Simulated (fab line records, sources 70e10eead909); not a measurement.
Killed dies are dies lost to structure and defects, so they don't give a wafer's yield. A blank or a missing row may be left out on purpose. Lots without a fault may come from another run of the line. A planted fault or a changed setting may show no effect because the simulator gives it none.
Which tool did it? | flow nand_harc | 13 lots, 38 wafers sampled, at 5 steps of a route of 1302

WHAT THE GAUGES READ, wafer by wafer
NHARC_A_SOURCE_PLATE_THK_MEAS_06: measures by ellipsometry. Usual: thk_nm 200.5 nm, standard deviation 2.6.
lot  | measured     | on            | thk_nm (nm)       | flag
L547 | day 8 04:20  | film_metro-01 | 197.9 195.8 197.9 |
L548 | day 8 13:30  | film_metro-02 | 200.9 202.2 196.4 |
L549 | day 9 06:10  | film_metro-02 | 203.6 204.3 202.0 |
L550 | day 9 06:10  | film_metro-01 | 199.5 197.4 201.6 |
L551 | day 9 22:46  | film_metro-02 | 203.9 205.7 201.4 |
L552 | day 9 22:46  | film_metro-01 | 196.3 193.1 197.1 |
L553 | day 10 14:58 | film_metro-02 | 198.9 201.1 198.8 |
L554 | day 11 03:53 | film_metro-01 | 198.8 200.7 200.3 |
L555 | day 11 08:11 | film_metro-02 | 202.2 206.1 204.8 |
L558 | day 12 16:40 | film_metro-02 | 202.7 201.7 200.1 |
L559 | day 12 21:53 | film_metro-02 | 203.4 204.4 202.3 |
L566 | day 16 02:51 | film_metro-02 | 200.9 201.0       |
L569 | day 17 03:25 | film_metro-01 | 201.3 201.9 202.6 |

NHARC_A_ONON_D1_THK_MEAS_18: measures by ellipsometry. Usual: thk_nm 1000 nm, standard deviation 10.
lot  | measured     | on            | thk_nm (nm)    | flag
L547 | day 8 17:56  | film_metro-01 | 1012 1011 1011 |
L548 | day 9 01:47  | film_metro-02 | 1008 1008 1008 |
L549 | day 9 17:00  | film_metro-02 | 1001 1002 1000 |
L550 | day 9 17:01  | film_metro-02 | 1009 1012 1011 |
L551 | day 10 12:11 | film_metro-01 | 1010 1008 1011 |
L552 | day 10 12:11 | film_metro-02 | 993 992 991    |
L553 | day 11 02:14 | film_metro-01 | 1003 1003 1004 |
L554 | day 11 15:34 | film_metro-02 | 980 980 980    |
L555 | day 11 15:34 | film_metro-01 | 993 995 995    |
L558 | day 13 03:43 | film_metro-02 | 1001 1001 1002 |
L559 | day 13 12:05 | film_metro-02 | 981 980 982    |
L566 | day 16 15:17 | film_metro-01 | 988 985        |
L569 | day 17 14:07 | film_metro-01 | 997 997 997    |

NHARC_A_ONON_D1_THK_MEAS_27: measures by ellipsometry. Usual: thk_nm 998 nm, standard deviation 8.7.
lot  | measured     | on            | thk_nm (nm)    | flag
L547 | day 8 19:37  | film_metro-01 | 1008 1006 1005 |
L548 | day 9 03:29  | film_metro-01 | 1004 1002 1001 |
L549 | day 9 18:43  | film_metro-01 | 1010 1012 1009 |
L550 | day 9 18:43  | film_metro-02 | 1004 1003 1005 |
L551 | day 10 13:53 | film_metro-01 | 999 998 998    |
L552 | day 10 13:53 | film_metro-02 | 1003 1002 1004 |
L553 | day 11 03:56 | film_metro-02 | 993 994 992    |
L554 | day 11 17:19 | film_metro-01 | 997 997 999    |
L555 | day 11 17:16 | film_metro-02 | 974 975 977    |
L558 | day 13 05:26 | film_metro-02 | 1012 1012 1013 |
L559 | day 13 13:47 | film_metro-01 | 995 994 993    |
L566 | day 16 17:00 | film_metro-01 | 989 1043       |
L569 | day 17 15:48 | film_metro-02 | 1003 1003 1003 |

WHICH TOOL RAN EACH LOT (tool, then ch and the chambers of the sampled wafers, then the start)
lot  | NHARC_A_ZERO_WELL_RTA_16         | NHARC_A_ONON_D1_DEP_25
L547 | rtp_anneal-02 ch 0, day 7 07:54  | pecvd_onon-04 ch 0, day 8 19:07
L548 | rtp_anneal-01 ch 0, day 7 17:19  | pecvd_onon-01 ch 0, day 9 03:02
L549 | rtp_anneal-02 ch 0, day 8 06:20  | pecvd_onon-03 ch 0, day 9 18:11
L550 | rtp_anneal-01 ch 0, day 8 10:13  | pecvd_onon-04 ch 0, day 9 18:16
L551 | rtp_anneal-02 ch 0, day 9 02:00  | pecvd_onon-04 ch 0, day 10 13:30
L552 | rtp_anneal-01 ch 0, day 9 03:17  | pecvd_onon-01 ch 0, day 10 13:23
L553 | rtp_anneal-02 ch 0, day 9 19:00  | pecvd_onon-04 ch 0, day 11 03:32
L554 | rtp_anneal-02 ch 0, day 10 05:39 | pecvd_onon-01 ch 0, day 11 16:47
L555 | rtp_anneal-02 ch 0, day 10 11:28 | pecvd_onon-03 ch 0, day 11 16:46
L558 | rtp_anneal-02 ch 0, day 11 20:22 | pecvd_onon-01 ch 0, day 13 04:59
L559 | rtp_anneal-01 ch 0, day 12 01:47 | pecvd_onon-01 ch 0, day 13 13:20
L566 | rtp_anneal-02 ch 0, day 15 04:36 | pecvd_onon-01 ch 0, day 16 16:36
L569 | rtp_anneal-01 ch 0, day 16 06:55 | pecvd_onon-03 ch 0, day 17 15:22
- NHARC_A_ZERO_WELL_RTA_16: time 10 s.
- NHARC_A_ONON_D1_DEP_25: target thk 1000 nm.

WHAT THE TOOLS THEMSELVES READ (means of the sampled wafers that have a number; where no wafer has one, the mark that the record gives instead)
NHARC_A_ZERO_WELL_RTA_16. Usual: lamp_power_pct 29.9 %, standard deviation 2.8; lamp_zone_1_pct 29.9 %, standard deviation 2.8; wafer_temp_C_max 1004.0, standard deviation 0.9.
lot  | tool          | lamp_power_pct (%) | lamp_zone_1_pct (%) | wafer_temp_C_max | flag
L547 | rtp_anneal-02 | 27.9               | 27.9                | 1003.2           |
L548 | rtp_anneal-01 | 33.8               | 33.8                | 1003.6           |
L549 | rtp_anneal-02 | 27.9               | 27.9                | 1003.0           |
L550 | rtp_anneal-01 | 33.8               | 33.8                | 1004.9           |
L551 | rtp_anneal-02 | 27.9               | 27.9                | 1003.8           |
L552 | rtp_anneal-01 | 33.9               | 33.9                | 1004.4           |
L553 | rtp_anneal-02 | 27.9               | 27.9                | 1003.8           |
L554 | rtp_anneal-02 | 27.9               | 27.9                | 1003.9           |
L555 | rtp_anneal-02 | 27.8               | 27.9                | 1003.9           |
L558 | rtp_anneal-02 | 27.8               | 27.9                | 1003.2           |
L559 | rtp_anneal-01 | 33.8               | 33.9                | 1004.2           |
L566 | rtp_anneal-02 | 27.9               | 27.9                | 1003.3           |
L569 | rtp_anneal-01 | 33.9               | 33.8                | 1003.9           |

THE ANSWER, worked out from the rows above alone
Rule: a lot is off if the mean of its wafers that have a number lies more than 3 standard deviations from the usual mean. A lot without any number at a reading at which 4 lots or more have one is off too. The other lots that the step has rows for count as sound. The gauges are gone through in route order, then the tools' own readings, and for those a lot's mean is taken as printed above. The first step at which some lot is off is used, and at that step the reading that is off furthest; a lot without a number counts as furthest.
No lot is off at any reading shown: from this, nothing can be told.

WHAT THE SIMULATOR HAD PUT IN
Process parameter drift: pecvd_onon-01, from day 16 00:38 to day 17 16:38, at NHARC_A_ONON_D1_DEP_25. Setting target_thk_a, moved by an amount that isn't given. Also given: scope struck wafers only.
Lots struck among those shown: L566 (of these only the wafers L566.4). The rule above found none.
